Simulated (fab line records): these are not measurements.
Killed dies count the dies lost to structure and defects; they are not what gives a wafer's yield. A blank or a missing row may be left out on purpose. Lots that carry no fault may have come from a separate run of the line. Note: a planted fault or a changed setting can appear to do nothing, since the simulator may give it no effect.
fab line records / flow n5Finfet
record lots=5 wafers=15 lastDay=19
route steps=1938 shown MIM_TOP_LITHO@1841 MIM_TOP_ETCH@1851 MIM_BOT_LITHO@1854 MIM_BOT_ETCH@1866 PASSIVATION@1936
lots untouched by any fault: they come from a run of this same line in which no faults occurred
startH: the number of hours between the record's first day and the start of the first shown wafer of the lot / waitH: hours from the lot's prior step to this one / " identical to the entry in the row above / L1.1+2: one row covering several wafers at once / - value missing, or start not given / * or withheld: withheld / < > ~ a bound
route shown NAME@n: NAME is a module with steps in the file, n the number in the route of the first one / usual: mean and standard deviation over wafers with no fault / same: alike in all rows / chamber/n: place in a boat / sites: readings site by site / _std_site: standard deviation across them / _edge_site: the outer-site mean with the inner-site mean subtracted / radiusMm: for every site, how far away it sits from the centre of the wafer / mask NAME#n: copy n / behind: tool/chamber where the wafer was last shaped / hold: reason for holding the lot/hours on hold/outcome of the hold / device: transistor that didn't switch, given as n, p or np / end of line: tests of these same wafers at the route's end / a step without rows: its recipe alone / killed: not the wafer's yield, but the dies lost to structure and defects at the first sort / map: shows each die of a wafer: x if killed, . if not, _ if none is there
set.NAME: the setting that was run; set.NAME@STEP: the one run at that earlier step / model.NAME: the simulator's own value behind a step, which no gauge read
certain route steps with their lots: each step a table, each wafer a row
services: a tool's chamber out of use, with start hour (startH, from the record's first day; less than 0 if before it), hours out, and reason
## steps
# step N5_MIM_TOP_LITHO_EBR_04
# recipe solvent=PGMEA ebrWidthMm=1.5
# step N5_MIM_TOP_LITHO_SOFTBAKE_03
# recipe tempC=100 timeS=90
# step N5_MIM_TOP_LITHO_EXPOSE_05
# recipe maskId=MIM_TOP na=0.55 sourceShape=conventional sigmaOuter=0.8 polarization=unpolarized targetCdNm=2000 doseMj=20.5
# step N5_MIM_TOP_LITHO_PEB_06
# recipe pebTempC=withheld pebTimeS=*
# step N5_MIM_TOP_LITHO_DEVELOP_07
# recipe developTimeS=60 rinseLiquid=diw dry=airSpin devTempC=21
# step N5_MIM_TOP_LITHO_HARDBAKE_09
# recipe tempC=130 timeS=120
# step N5_MIM_TOP_LITHO_DESCUM_10
# recipe chemistry=O2 timeS=7.9 sourcePowerW=50 biasPowerW=20 pressureMtorr=20 rfFrequencyHz=2.712e+07 tempC=40 o2FlowSccm=225
# step N5_MIM_TOP_ETCH_ETCH_00
# recipe chemistry=Cl2/BCl3 target=TiN targetDepthA=385 ionEnergyEv=150 pressureMtorr=10 icpW=1000 biasW=126 Cl2_flow_sccm=53.25 bcl3FlowSccm=21.75 Ar_flow_sccm=25
# step N5_MIM_TOP_ETCH_STRIP_01
# recipe chemistry=O2 powerW=600 tempC=60 pressureMtorr=30 rfFrequencyHz=6e+07 biasPowerW=0 overashFraction=0.5 o2FlowSccm=225
# step N5_MIM_TOP_ETCH_PECVD_03
# recipe material=SiNx targetThkA=200 tempC=400 precursor=SiH4/NH3/N2 pressureTorr=1.5 rfW=300 timeS=17.6
# usual chamberPressureTorr=1.500/0.0034 heaterPowerW=742/110 showerheadPlenumPTorr=5.16/0.081 susceptorTempC=399.98/0.22 throttleValvePct=40.0/1.4
lot.wafer=L618.2 tool=pecvd-04 chamber=1 startH=309.16 waitH=- chamberPressureTorr=1.499 heaterPowerW=620 showerheadPlenumPTorr=5.12 susceptorTempC=399.98 throttleValvePct=40.9 model.SiNx_of_MIM_TOP_ETCH_PECVD_03.thkNm=19.4
lot.wafer=L618.4 tool=pecvd-04 chamber=0 startH=309.16 waitH=- chamberPressureTorr=1.509 heaterPowerW=595 showerheadPlenumPTorr=5.27 susceptorTempC=399.98 throttleValvePct=42.4 model.SiNx_of_MIM_TOP_ETCH_PECVD_03.thkNm=20
lot.wafer=L618.6 tool=pecvd-04 chamber=2 startH=309.16 waitH=- chamberPressureTorr=1.502 heaterPowerW=643 showerheadPlenumPTorr=5.21 susceptorTempC=400.07 throttleValvePct=38.7 model.SiNx_of_MIM_TOP_ETCH_PECVD_03.thkNm=20.2
lot.wafer=L630.1 tool=pecvd-04 chamber=0 startH=411.71 waitH=- chamberPressureTorr=1.500 heaterPowerW=620 showerheadPlenumPTorr=5.27 susceptorTempC=- throttleValvePct=43.1 model.SiNx_of_MIM_TOP_ETCH_PECVD_03.thkNm=9.6
lot.wafer=L630.2 tool=pecvd-04 chamber=2 startH=411.71 waitH=- chamberPressureTorr=1.504 heaterPowerW=779 showerheadPlenumPTorr=5.23 susceptorTempC=- throttleValvePct=38.7 model.SiNx_of_MIM_TOP_ETCH_PECVD_03.thkNm=9.8
lot.wafer=L630.3 tool=pecvd-04 chamber=1 startH=411.71 waitH=- chamberPressureTorr=1.505 heaterPowerW=705 showerheadPlenumPTorr=5.11 susceptorTempC=- throttleValvePct=41.0 model.SiNx_of_MIM_TOP_ETCH_PECVD_03.thkNm=9.8
lot.wafer=L632.1 tool=pecvd-04 chamber=1 startH=415.65 waitH=- chamberPressureTorr=1.495 heaterPowerW=678 showerheadPlenumPTorr=5.10 susceptorTempC=- throttleValvePct=41.1 model.SiNx_of_MIM_TOP_ETCH_PECVD_03.thkNm=9.6
lot.wafer=L632.2 tool=pecvd-04 chamber=0 startH=415.65 waitH=- chamberPressureTorr=1.504 heaterPowerW=616 showerheadPlenumPTorr=5.25 susceptorTempC=- throttleValvePct=42.7 model.SiNx_of_MIM_TOP_ETCH_PECVD_03.thkNm=9.2
lot.wafer=L632.3 tool=pecvd-04 chamber=2 startH=415.65 waitH=- chamberPressureTorr=1.496 heaterPowerW=773 showerheadPlenumPTorr=5.21 susceptorTempC=- throttleValvePct=38.8 model.SiNx_of_MIM_TOP_ETCH_PECVD_03.thkNm=9.6
lot.wafer=L634.4 tool=pecvd-04 chamber=0 startH=424.03 waitH=- chamberPressureTorr=1.509 heaterPowerW=568 showerheadPlenumPTorr=5.26 susceptorTempC=- throttleValvePct=42.6 model.SiNx_of_MIM_TOP_ETCH_PECVD_03.thkNm=9.6
lot.wafer=L634.5 tool=pecvd-04 chamber=2 startH=424.03 waitH=- chamberPressureTorr=1.500 heaterPowerW=772 showerheadPlenumPTorr=5.22 susceptorTempC=- throttleValvePct=39.1 model.SiNx_of_MIM_TOP_ETCH_PECVD_03.thkNm=9.6
lot.wafer=L634.6 tool=pecvd-04 chamber=1 startH=424.03 waitH=- chamberPressureTorr=1.504 heaterPowerW=714 showerheadPlenumPTorr=5.12 susceptorTempC=- throttleValvePct=40.9 model.SiNx_of_MIM_TOP_ETCH_PECVD_03.thkNm=9.2
lot.wafer=L637.2 tool=pecvd-02 chamber=1 startH=455.45 waitH=- chamberPressureTorr=1.500 heaterPowerW=741 showerheadPlenumPTorr=5.14 susceptorTempC=399.90 throttleValvePct=36.4 model.SiNx_of_MIM_TOP_ETCH_PECVD_03.thkNm=20
lot.wafer=L637.4 tool=pecvd-02 chamber=1 startH=455.45 waitH=- chamberPressureTorr=1.498 heaterPowerW=719 showerheadPlenumPTorr=5.13 susceptorTempC=399.89 throttleValvePct=36.4 model.SiNx_of_MIM_TOP_ETCH_PECVD_03.thkNm=20.2
lot.wafer=L637.6 tool=pecvd-02 chamber=2 startH=455.45 waitH=- chamberPressureTorr=1.503 heaterPowerW=916 showerheadPlenumPTorr=5.19 susceptorTempC=399.89 throttleValvePct=39.2 model.SiNx_of_MIM_TOP_ETCH_PECVD_03.thkNm=20.6
# step N5_MIM_BOT_LITHO_HMDS_01
# recipe timeS=60 tempC=120
# step N5_MIM_BOT_LITHO_COAT_02
# recipe spinRpm=* resistThkNm=*
# step N5_MIM_BOT_LITHO_EBR_04
# recipe solvent=PGMEA ebrWidthMm=1.5
# step N5_MIM_BOT_LITHO_SOFTBAKE_03
# recipe tempC=100 timeS=90
# step N5_MIM_BOT_LITHO_EXPOSE_05
# recipe maskId=MIM_BOT na=0.55 sourceShape=conventional sigmaOuter=0.8 polarization=unpolarized doseMj=24.25
# step N5_MIM_BOT_LITHO_PEB_06
# recipe pebTempC=withheld pebTimeS=*
# step N5_MIM_BOT_LITHO_DEVELOP_07
# recipe developTimeS=60 rinseLiquid=diw dry=airSpin devTempC=21
# step N5_MIM_BOT_LITHO_HARDBAKE_09
# recipe tempC=130 timeS=120
# step N5_MIM_BOT_LITHO_DESCUM_10
# recipe chemistry=O2 timeS=7.9 sourcePowerW=50 biasPowerW=20 pressureMtorr=20 rfFrequencyHz=2.712e+07 tempC=40 o2FlowSccm=225
# step N5_MIM_BOT_ETCH_ETCH_04
# recipe chemistry=CF4/O2 target=SiNx targetDepthA=260 timeS=13 ionEnergyEv=100 pressureMtorr=40 sourceW=535 biasW=49 Ar_flow_sccm=100 cf4FlowSccm=100 O2_flow_sccm=10
# step N5_MIM_BOT_ETCH_ETCH_03
# recipe chemistry=Cl2/BCl3 targetDepthA=120 pressureMtorr=8 icpW=800 biasW=100 Cl2_flow_sccm=20 bcl3FlowSccm=80
# step N5_MIM_BOT_ETCH_ETCH_00
# recipe chemistry=Cl2/BCl3 target=TiN targetDepthA=455 ionEnergyEv=150 pressureMtorr=10 icpW=1000 biasW=126 Cl2_flow_sccm=53.25 bcl3FlowSccm=21.75 Ar_flow_sccm=25
# step N5_MIM_BOT_ETCH_STRIP_01
# recipe chemistry=O2 powerW=600 tempC=60 pressureMtorr=30 rfFrequencyHz=6e+07 biasPowerW=0 overashFraction=0.5 o2FlowSccm=225
# step N5_MIM_BOT_ETCH_STRIP_02
# recipe chemistry=postEtchResidueRemover timeS=1200 tempC=72.5
lot.wafer=L618.2 tool=wetBench-03 chamber=7 startH=310.06 waitH=- model.SiNx_of_MIM_TOP_ETCH_PECVD_03.thkNm=19.2
lot.wafer=L618.4 tool=wetBench-03 chamber=2 startH=310.06 waitH=- model.SiNx_of_MIM_TOP_ETCH_PECVD_03.thkNm=19.6
lot.wafer=L618.6 tool=wetBench-03 chamber=4 startH=310.06 waitH=- model.SiNx_of_MIM_TOP_ETCH_PECVD_03.thkNm=19.8
lot.wafer=L630.1 tool=wetBench-06 chamber=0 startH=412.60 waitH=- model.SiNx_of_MIM_TOP_ETCH_PECVD_03.thkNm=9.2
lot.wafer=L630.2 tool=wetBench-06 chamber=7 startH=412.60 waitH=- model.SiNx_of_MIM_TOP_ETCH_PECVD_03.thkNm=9.6
lot.wafer=L630.3 tool=wetBench-06 chamber=4 startH=412.60 waitH=- model.SiNx_of_MIM_TOP_ETCH_PECVD_03.thkNm=9.4
lot.wafer=L632.1+3 tool=wetBench-02 chamber=4,2 startH=416.71 waitH=- model.SiNx_of_MIM_TOP_ETCH_PECVD_03.thkNm=9.2
lot.wafer=L632.2 tool=wetBench-02 chamber=3 startH=416.71 waitH=- model.SiNx_of_MIM_TOP_ETCH_PECVD_03.thkNm=8.8
lot.wafer=L634.4+5 tool=wetBench-03 chamber=4,6 startH=425.03 waitH=- model.SiNx_of_MIM_TOP_ETCH_PECVD_03.thkNm=9.2
lot.wafer=L634.6 tool=wetBench-03 chamber=7 startH=425.03 waitH=- model.SiNx_of_MIM_TOP_ETCH_PECVD_03.thkNm=8.8
lot.wafer=L637.2 tool=wetBench-06 chamber=6 startH=456.48 waitH=- model.SiNx_of_MIM_TOP_ETCH_PECVD_03.thkNm=19.6
lot.wafer=L637.4 tool=wetBench-06 chamber=2 startH=456.48 waitH=- model.SiNx_of_MIM_TOP_ETCH_PECVD_03.thkNm=20
lot.wafer=L637.6 tool=wetBench-06 chamber=3 startH=456.48 waitH=- model.SiNx_of_MIM_TOP_ETCH_PECVD_03.thkNm=20.2
# step N5_MIM_BOT_ETCH_CLEAN_05
# recipe chemistry=IPA timeS=180 tempC=25
# step N5_PASSIVATION_PROBE_49
# usual defectLimitedYield=91.0/1.5 killed_at_M0_to_M3=35/11 killed_at_M4_up=13/5 killedAtContacts=12/5.9 killedAtFrontEnd=42/13 killedAtOther=3/3.2 killedDies=106/18 killedOpen=69/13 killedShort=35/8.9 sort_bin_5_function=5.2/0.95 sort_bin_6_memory=3.3/0.71 sort_bin_8_speed=0.00/0.016 sortNPass=1074/18 sortYieldPct=91.0/1.5
# same grossDies=1180 killedAtBackSide=0 sort_bin_4_leakage[%]=0
lot.wafer=L630.1 tool=prober-02 chamber=- startH=420.42 waitH=0.0 defectLimitedYield[%]=91.7 killed_at_M0_to_M3=38 killed_at_M4_up=5 killedAtContacts=10 killedAtFrontEnd=42 killedAtOther=3 killedDies=98 killedOpen=66 killedShort=31 sort_bin_5_function[%]=4.6 sort_bin_6_memory[%]=3.6 sort_bin_8_speed[%]=0 sortNPass=1082 sortYieldPct[%]=91.7
lot.wafer=L632.1 tool=prober-01 chamber=- startH=425.28 waitH=0.0 defectLimitedYield[%]=91.3 killed_at_M0_to_M3=32 killed_at_M4_up=15 killedAtContacts=8 killedAtFrontEnd=45 killedAtOther=3 killedDies=103 killedOpen=63 killedShort=39 sort_bin_5_function[%]=5.3 sort_bin_6_memory[%]=2.7 sort_bin_8_speed[%]=0 sortNPass=1077 sortYieldPct[%]=91.3
lot.wafer=L634.5 tool=prober-02 chamber=- startH=434.33 waitH=0.2 defectLimitedYield[%]=91.5 killed_at_M0_to_M3=26 killed_at_M4_up=13 killedAtContacts=8 killedAtFrontEnd=41 killedAtOther=12 killedDies=100 killedOpen=77 killedShort=22 sort_bin_5_function[%]=5.0 sort_bin_6_memory[%]=3.3 sort_bin_8_speed[%]=0 sortNPass=1080 sortYieldPct[%]=91.5
lot.wafer=L637.2 tool=prober-02 chamber=- startH=465.13 waitH=0.1 defectLimitedYield[%]=92.8 killed_at_M0_to_M3=27 killed_at_M4_up=6 killedAtContacts=13 killedAtFrontEnd=38 killedAtOther=1 killedDies=85 killedOpen=53 killedShort=31 sort_bin_5_function[%]=3.8 sort_bin_6_memory[%]=3.1 sort_bin_8_speed[%]=0 sortNPass=1095 sortYieldPct[%]=92.8
lot.wafer=L637.4 tool=prober-02 chamber=- startH=465.23 waitH=0.2 defectLimitedYield[%]=94.2 killed_at_M0_to_M3=29 killed_at_M4_up=3 killedAtContacts=7 killedAtFrontEnd=27 killedAtOther=2 killedDies=68 killedOpen=47 killedShort=19 sort_bin_5_function[%]=2.7 sort_bin_6_memory[%]=2.9 sort_bin_8_speed[%]=0 sortNPass=1112 sortYieldPct[%]=94.2
lot.wafer=L637.6 tool=prober-02 chamber=- startH=465.33 waitH=0.3 defectLimitedYield[%]=93.1 killed_at_M0_to_M3=44 killed_at_M4_up=3 killedAtContacts=12 killedAtFrontEnd=23 killedAtOther=0 killedDies=82 killedOpen=54 killedShort=25 sort_bin_5_function[%]=3.4 sort_bin_6_memory[%]=2.9 sort_bin_8_speed[%]=0 sortNPass=1098 sortYieldPct[%]=93.1
# killed by level:class
L630.1 FIN_SAQP:geometricParticle:open=12 BEOL_M0_SAQP:geometricParticle:open=9 BEOL_M3:geometricParticle:open=9 MOL_CONTACT_COAG:geometricParticle:open=8 BEOL_M1:geometricParticle:open=8 FIN_SAQP:geometricParticle:short=6 DUMMY_GATE:geometricParticle:open=6 GATE_CUT:geometricParticle:short=5
L632.1 FIN_SAQP:geometricParticle:short=13 BEOL_M3:geometricParticle:open=8 BEOL_M1:geometricParticle:open=7 BEOL_M2:geometricParticle:open=7 MOL_CONTACT_COAG:geometricParticle:open=6 BEOL_M5:geometricParticle:open=5 GATE_CUT:geometricParticle:short=4 BEOL_M4:geometricParticle:open=4
L634.5 FIN_SAQP:geometricParticle:open=19 BEOL_M4:geometricParticle:open=9 BEOL_M0_SAQP:geometricParticle:open=8 MOL_CONTACT_COAG:geometricParticle:open=7 BEOL_M3:geometricParticle:open=6 GATE_CUT:geometricParticle:open=5 BEOL_M0_SAQP:geometricParticle:short=5 PAD_METAL:geometricParticle:open=4
L637.2 FIN_SAQP:geometricParticle:open=13 FIN_SAQP:geometricParticle:short=12 MOL_CONTACT_COAG:geometricParticle:open=11 BEOL_M1:geometricParticle:open=6 GATE_CUT:geometricParticle:short=4 BEOL_M0_SAQP:geometricParticle:open=4 BEOL_M0_SAQP:geometricParticle:short=4 BEOL_M3:geometricParticle:open=4
L637.4 FIN_SAQP:geometricParticle:open=12 MOL_CONTACT_COAG:geometricParticle:open=7 BEOL_M3:geometricParticle:open=5 FIN_SAQP:geometricParticle:short=4 BEOL_M0_SAQP:geometricParticle:open=4 BEOL_M1:geometricParticle:open=4 BEOL_M2:geometricParticle:open=4 BEOL_M0_SAQP:geometricParticle:short=3
L637.6 BEOL_M2:geometricParticle:open=12 MOL_CONTACT_COAG:geometricParticle:open=11 BEOL_M3:geometricParticle:open=7 BEOL_M0_SAQP:geometricParticle:short=6 FIN_SAQP:geometricParticle:short=5 BEOL_M0_SAQP:geometricParticle:open=5 BEOL_M0:geometricParticle:open=5 GATE_CUT:geometricParticle:short=4
## services
tool=pecvd-02 chamber=- startH=299.94 hours=5.5 kind=pm
tool=pecvd-04 chamber=1 startH=321.81 hours=5.6 kind=repair
tool=pecvd-02 chamber=- startH=323.14 hours=0.7 kind=repair
tool=pecvd-02 chamber=1 startH=383.62 hours=- kind=clean
tool=pecvd-02 chamber=1 startH=383.62 hours=- kind=consumableReplace:showerhead
tool=pecvd-02 chamber=1 startH=383.62 hours=29.0 kind=scheduledDown
tool=pecvd-02 chamber=1 startH=383.62 hours=29.0 kind=ventCycle
tool=pecvd-04 chamber=- startH=398.81 hours=2.8 kind=pm
tool=pecvd-04 chamber=1 startH=450.33 hours=4.3 kind=repair
## key
firstSign none at tools or gauges
modelEffect step=N5_MIM_TOP_ETCH_PECVD_03 value=SiNx_of_MIM_TOP_ETCH_PECVD_03.thkNm without=19.87 struck=9.556
modelEffect step=N5_MIM_BOT_ETCH_STRIP_02 value=SiNx_of_MIM_TOP_ETCH_PECVD_03.thkNm without=19.56 struck=9.178
metAt N5_MIM_TOP_ETCH_PECVD_03
struckWafers L630.1,L630.2,L630.3,L632.1,L632.2,L632.3,L634.4,L634.5,L634.6
onsetBetween 309.16 411.71
fault kind=processParameterDrift tool=pecvd-04 chamber=- onsetH=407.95 steps=N5_MIM_TOP_ETCH_PECVD_03 channel=timeS offset=* shape=step endH=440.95 actsIn=* stated=*
